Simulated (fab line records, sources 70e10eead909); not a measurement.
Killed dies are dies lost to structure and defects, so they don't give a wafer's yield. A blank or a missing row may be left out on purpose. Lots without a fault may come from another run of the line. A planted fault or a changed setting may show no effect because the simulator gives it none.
One fault seen from 2 desks | flow nand_harc | each desk has only its own numbers; what lay behind them comes last

THE TOOL OWNER'S DESK: rie_diel-09
The tool's own readings at NHARC_HYBRID_BOND_ACTIVATE_00 (chemistry N2, time 60 s): means of the sampled wafers that have a number, for each lot that ran on this tool. A lot is out of limits, marked OUT, if its mean lies more than 4 standard deviations from the usual mean; the brackets give that distance.
Columns: A = drypump_motor_current_A at NHARC_HYBRID_BOND_ACTIVATE_00, usual 5.7 A; B = n2_flow_sccm at NHARC_HYBRID_BOND_ACTIVATE_00, usual 200.0 sccm; C = oes_product_au at NHARC_HYBRID_BOND_ACTIVATE_00, usual 1.000 a.u.; D = rf_vpp_V at NHARC_HYBRID_BOND_ACTIVATE_00, usual 64.1 V; E = run_length_s at NHARC_HYBRID_BOND_ACTIVATE_00, usual 81.7 s; F = showerhead_plenum_p_Torr at NHARC_HYBRID_BOND_ACTIVATE_00, usual 1.78 Torr
lot  | first seen here | A   | B     | C     | D    | E               | F
L791 | day 24 01:25    | 5.6 | 199.7 | 1.000 | 64.0 | 81.7            | 1.81
L792 | day 24 04:00    | 5.6 | 200.2 | 0.996 | 64.6 | 81.9            | 1.82
L797 | day 26 00:06    | 5.7 | 199.6 | 0.985 | 64.7 | 81.9            | 1.84
L795 | day 26 02:08    | 5.9 | 199.5 | 0.989 | 64.7 | 81.8            | 1.84
L801 | day 28 06:54    | 5.7 | 200.4 | 0.990 | 64.3 | 79.7 (-4.2) OUT | 1.85
L806 | day 30 20:37    | 5.9 | 200.2 | 1.001 | 64.1 | 81.9            | 1.84
L809 | day 31 14:47    | 5.9 | 200.5 | 1.003 | 64.1 | 82.0            | 1.84
L810 | day 31 20:14    | 5.4 | 200.2 | 0.996 | 64.6 | 82.1            | 1.79
L812 | day 33 04:04    | 5.2 | 200.2 | 0.993 | 64.9 | 82.0            | 1.77
This desk's finding: out of limits on L801; first on L801, day 28 06:54 (run_length_s at NHARC_HYBRID_BOND_ACTIVATE_00). In limits: L791, L792, L797, L795, L806, L809, L810, L812.

THE METROLOGY DESK
What the gauges read, lot by lot, whatever tool the lot ran on: means of the sampled wafers that have a number. A lot is out of limits, marked OUT, if its mean lies more than 4 standard deviations from the usual mean; the brackets give that distance.
Columns: A = overlay_x_nm at NHARC_HYBRID_BOND_OVL_MEAS_05, usual 1 nm; B = overlay_y_nm at NHARC_HYBRID_BOND_OVL_MEAS_05, usual -1 nm
lot  | first seen here | A   | B
L789 | day 24 10:49    | -40 | 26
L791 | day 24 10:49    | -11 | -16
L792 | day 24 10:50    | -0  | -2
L797 | day 26 08:04    | 18  | 12
L795 | day 26 14:14    | 25  | 8
L796 | day 26 18:25    | 0   | 6
L798 | day 27 09:10    | 8   | 3
L801 | day 28 16:17    | 2   | -3
L806 | day 31 03:55    | -16 | -51
L808 | day 31 11:14    | -4  | 7
L809 | day 32 03:10    | -4  | 29
L810 | day 32 09:52    | 14  | 15
L812 | day 33 13:22    | 60  | 9
This desk's finding: nothing out of limits on any of the 13 lots.

PUT TOGETHER
The tool owner's desk could have raised an alarm at day 28 06:54, on L801.
The metrology desk saw nothing out of limits.
The metrology desk has L801 on record, within its limits.
Of the lots named, all ran NHARC_HYBRID_BOND_ACTIVATE_00 on rie_diel-09.

WHAT THE SIMULATOR HAD PUT IN
Process parameter drift: rie_diel-09, from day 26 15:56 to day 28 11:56, at NHARC_HYBRID_BOND_ACTIVATE_00. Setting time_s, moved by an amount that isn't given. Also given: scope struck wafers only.
Lots struck among those shown: L801.
Hours from the fault's start to each desk's first reading out of limits: the tool owner's desk, 39.
